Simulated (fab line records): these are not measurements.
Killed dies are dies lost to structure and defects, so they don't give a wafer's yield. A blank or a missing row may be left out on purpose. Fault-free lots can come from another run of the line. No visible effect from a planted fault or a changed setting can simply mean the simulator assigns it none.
Which of the tools did it? | flow nandHarc | Sampling: 6 lots, 18 wafers, 5 of 1159 route steps

== WHAT EACH GAUGE READ, for each wafer ==
NHARC_THIN_TSV_INSPECT_40.
lot  | measured     | on               | rawDefectCount
L865 | day 20 00:06 | defectInspect-01 | 457 369 405
L870 | day 20 21:19 | defectInspect-01 | 369 503 517
L874 | day 21 21:02 | defectInspect-01 | 1656 617 832
L879 | day 23 17:37 | defectInspect-02 | 429 423 471
L886 | day 24 20:02 | defectInspect-01 | 454 437 436
L885 | day 24 20:02 | defectInspect-02 | 521 534 516

== WHAT TOOL EACH LOT RAN ON (gives the tool, then ch and the chambers of the sampled wafers, and finally the start) ==
lot  | NHARC_THIN_TSV_ETCH_15          | NHARC_THIN_TSV_STRIP_62             | NHARC_THIN_TSV_ETCH_59           | NHARC_THIN_TSV_STRIP_57
L865 | rieSi-01 ch 0,1,2, day 19 12:55 | plasmaAsher-01 ch 0,1, day 19 14:57 | rieMetal-02 ch 0,1, day 19 18:44 | wetBench-10 ch 5,6,7, day 19 19:28
L870 | rieSi-06 ch 0,1, day 20 10:19   | plasmaAsher-01 ch 0, day 20 12:07   | rieMetal-02 ch 0,1, day 20 15:45 | wetBench-08 ch 1,2,5, day 20 16:25
L874 | rieSi-06 ch 0,2,3, day 21 10:05 | plasmaAsher-02 ch 0,1, day 21 11:52 | rieMetal-02 ch 0,1, day 21 15:29 | wetBench-10 ch 2,3,6, day 21 16:10
L879 | rieSi-01 ch 2,3, day 23 04:46   | plasmaAsher-02 ch 0,1, day 23 06:34 | rieMetal-01 ch 0,1, day 23 10:44 | wetBench-08 ch 1,5,6, day 23 12:43
L886 | rieSi-01 ch 0,3, day 24 08:43   | plasmaAsher-02 ch 0,1, day 24 10:31 | rieMetal-01 ch 0,1, day 24 14:07 | wetBench-08 ch 0,2,3, day 24 15:07
L885 | rieSi-06 ch 0,1,2, day 24 11:07 | plasmaAsher-02 ch 0, day 24 12:54   | rieMetal-03 ch 0,1, day 24 16:23 | wetBench-08 ch 0,1,2, day 24 17:07
- NHARC_THIN_TSV_ETCH_15: target depth 3000 nm, bosch target overetch cycles 2, bosch etch step 2.8 s.
- NHARC_THIN_TSV_STRIP_62: strips in N2/H2, time 20 s.
- NHARC_THIN_TSV_ETCH_59: etches the open film in Cl2/BCl3, target depth 880 nm, time 138.1 s.
- NHARC_THIN_TSV_STRIP_57: strips in post etch residue remover, time 1200 s.

== THE ANSWER, worked out from the rows above alone ==
Rule: what is usual is taken from the lots themselves. Put in order of their means at a reading, lots are off if they are a third of the lots or fewer, leave a main group of 4 or more, and stand apart from it by a gap of 3 or more times the standard deviation of the main group's means; of several such gaps the widest counts. A main group whose means are all the same, to the digits that the tables above print for the reading, isn't used. Also off: a lot with no number at a reading for which 4 or more lots have one. Where the step has rows for the other lots, those lots are counted as sound.
Off: L874, at NHARC_THIN_TSV_INSPECT_40 (rawDefectCount). For the main group the mean is 456 and the standard deviation 38.
A tool fits if, at a process step before that reading, it ran every lot that is off, and no sound lot after the first of them. Gauges at NHARC_THIN_TSV_INSPECT_40: tried the same way as those tools. Can't be told from this: 2 tools fit, rieMetal-02 at NHARC_THIN_TSV_ETCH_59, wetBench-10 at NHARC_THIN_TSV_STRIP_57.

== WHAT THE SIMULATOR HAD PUT IN ==
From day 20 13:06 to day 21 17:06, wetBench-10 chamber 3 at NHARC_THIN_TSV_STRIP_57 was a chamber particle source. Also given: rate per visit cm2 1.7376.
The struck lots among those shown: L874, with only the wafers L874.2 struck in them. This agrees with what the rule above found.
